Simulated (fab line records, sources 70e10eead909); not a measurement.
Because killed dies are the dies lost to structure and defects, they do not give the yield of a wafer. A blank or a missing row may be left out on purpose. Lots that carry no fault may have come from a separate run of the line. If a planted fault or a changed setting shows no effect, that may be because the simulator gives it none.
Matching of chambers || flow nand_harc || 4 sister chambers for NHARC_A_M1_ETCH_35 on rie_diel-12
The step etches the open film in N2/H2, target depth 40 nm, overetch 12 nm, time 43.94 s. 18 wafers are shown with their chamber, then 9 later ones without.

EACH WAFER AND ITS CHAMBER
{"wafer": "L078.1", "chamber": 0, "rf_vpp_V (V)": 429.2, "oes_product_au (a.u.)": 0.995, "throttle_valve_pct (%)": 14.171}
{"wafer": "L078.2", "chamber": 2, "rf_vpp_V (V)": 427.8, "oes_product_au (a.u.)": 1.013, "throttle_valve_pct (%)": 14.192}
{"wafer": "L078.5", "chamber": 2, "rf_vpp_V (V)": 427.2, "oes_product_au (a.u.)": 0.999, "throttle_valve_pct (%)": 14.161}
{"wafer": "L079.2", "chamber": 1, "rf_vpp_V (V)": 426.6, "oes_product_au (a.u.)": 0.991, "throttle_valve_pct (%)": 14.177}
{"wafer": "L079.3", "chamber": 3, "rf_vpp_V (V)": 427.0, "oes_product_au (a.u.)": 0.997, "throttle_valve_pct (%)": 14.156}
{"wafer": "L079.6", "chamber": 2, "rf_vpp_V (V)": 427.6, "oes_product_au (a.u.)": 1.000, "throttle_valve_pct (%)": 14.186}
{"wafer": "L084.3", "chamber": 2, "rf_vpp_V (V)": 426.2, "oes_product_au (a.u.)": 1.009, "throttle_valve_pct (%)": 14.163}
{"wafer": "L084.5", "chamber": 2, "rf_vpp_V (V)": 425.5, "oes_product_au (a.u.)": 1.006, "throttle_valve_pct (%)": 14.187}
{"wafer": "L084.6", "chamber": 1, "rf_vpp_V (V)": 425.7, "oes_product_au (a.u.)": 1.016, "throttle_valve_pct (%)": 14.171}
{"wafer": "L086.1", "chamber": 3, "rf_vpp_V (V)": 426.9, "oes_product_au (a.u.)": 1.006, "throttle_valve_pct (%)": 14.165}
{"wafer": "L086.3", "chamber": 1, "rf_vpp_V (V)": 427.1, "oes_product_au (a.u.)": 1.009, "throttle_valve_pct (%)": 14.166}
{"wafer": "L086.6", "chamber": 0, "rf_vpp_V (V)": 430.9, "oes_product_au (a.u.)": 0.991, "throttle_valve_pct (%)": 14.183}
{"wafer": "L087.2", "chamber": 0, "rf_vpp_V (V)": 430.0, "oes_product_au (a.u.)": 0.992, "throttle_valve_pct (%)": 14.161}
{"wafer": "L087.3", "chamber": 3, "rf_vpp_V (V)": 427.7, "oes_product_au (a.u.)": 1.009, "throttle_valve_pct (%)": 14.174}
{"wafer": "L087.5", "chamber": 3, "rf_vpp_V (V)": 428.2, "oes_product_au (a.u.)": 1.005, "throttle_valve_pct (%)": 14.180}
{"wafer": "L085.2", "chamber": 1, "rf_vpp_V (V)": 426.9, "oes_product_au (a.u.)": 0.992, "throttle_valve_pct (%)": 14.158}
{"wafer": "L085.3", "chamber": 0, "rf_vpp_V (V)": 430.4, "oes_product_au (a.u.)": 1.001, "throttle_valve_pct (%)": 14.171}
{"wafer": "L085.5", "chamber": 1, "rf_vpp_V (V)": 425.7, "oes_product_au (a.u.)": 1.018, "throttle_valve_pct (%)": 14.162}

SIGNATURES (means of the wafers above)
{"reading": "rf_vpp_V", "chamber 0": 430.125, "chamber 1": 426.400, "chamber 2": 426.860, "chamber 3": 427.450, "scatter within a chamber": 0.769}
{"reading": "oes_product_au", "chamber 0": 0.99475, "chamber 1": 1.00520, "chamber 2": 1.00540, "chamber 3": 1.00425, "scatter within a chamber": 0.00824}
{"reading": "throttle_valve_pct", "chamber 0": 14.17150, "chamber 1": 14.16680, "chamber 2": 14.17780, "chamber 3": 14.16875, "scatter within a chamber": 0.0109}
Rule: a wafer lies at a distance from a chamber equal to the root of the sum of squares, over the readings, of (its reading less the chamber's mean, divided by the reading's scatter). The wafer belongs to the nearest chamber; if the next one is less than 2 further off, it can't be placed. The scatter: the root of (the sum of the squares of (reading less its chamber's mean) over the shown wafers, divided by (wafers less chambers)).

WAFERS MISSING THEIR CHAMBER
{"wafer": "L088.2", "rf_vpp_V (V)": 429.4, "oes_product_au (a.u.)": 1.002, "throttle_valve_pct (%)": 14.154}
{"wafer": "L088.3", "rf_vpp_V (V)": 427.9, "oes_product_au (a.u.)": 1.018, "throttle_valve_pct (%)": 14.174}
{"wafer": "L088.6", "rf_vpp_V (V)": 431.1, "oes_product_au (a.u.)": 0.994, "throttle_valve_pct (%)": 14.172}
{"wafer": "L089.2", "rf_vpp_V (V)": 425.8, "oes_product_au (a.u.)": 0.999, "throttle_valve_pct (%)": 14.174}
{"wafer": "L089.3", "rf_vpp_V (V)": 427.8, "oes_product_au (a.u.)": 0.989, "throttle_valve_pct (%)": 14.174}
{"wafer": "L089.4", "rf_vpp_V (V)": 431.1, "oes_product_au (a.u.)": 1.001, "throttle_valve_pct (%)": 14.186}
{"wafer": "L095.3", "rf_vpp_V (V)": 428.3, "oes_product_au (a.u.)": 0.993, "throttle_valve_pct (%)": 14.178}
{"wafer": "L095.4", "rf_vpp_V (V)": 427.6, "oes_product_au (a.u.)": 0.988, "throttle_valve_pct (%)": 14.176}
{"wafer": "L095.5", "rf_vpp_V (V)": 431.2, "oes_product_au (a.u.)": 0.978, "throttle_valve_pct (%)": 14.173}

EACH ONE'S CHAMBER
{"wafer": "L088.2", "from the rows above": "can't be placed: 0 or 3 or 2", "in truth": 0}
{"wafer": "L088.3", "from the rows above": "can't be placed: 3 or 2 or 1", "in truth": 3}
{"wafer": "L088.6", "from the rows above": 0, "in truth": 0}
{"wafer": "L089.2", "from the rows above": "can't be placed: 1 or 2 or 3", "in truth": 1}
{"wafer": "L089.3", "from the rows above": "can't be placed: 3 or 2 or 1 or 0", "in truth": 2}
{"wafer": "L089.4", "from the rows above": 0, "in truth": 0}
{"wafer": "L095.3", "from the rows above": "can't be placed: 3 or 2 or 0 or 1", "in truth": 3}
{"wafer": "L095.4", "from the rows above": "can't be placed: 3 or 2 or 1 or 0", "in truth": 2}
{"wafer": "L095.5", "from the rows above": 0, "in truth": 0}
Correctly placed: 3 of 9. Not placeable from these rows: 6 (in 6, the candidates include the true chamber). Wrongly placed: 0.
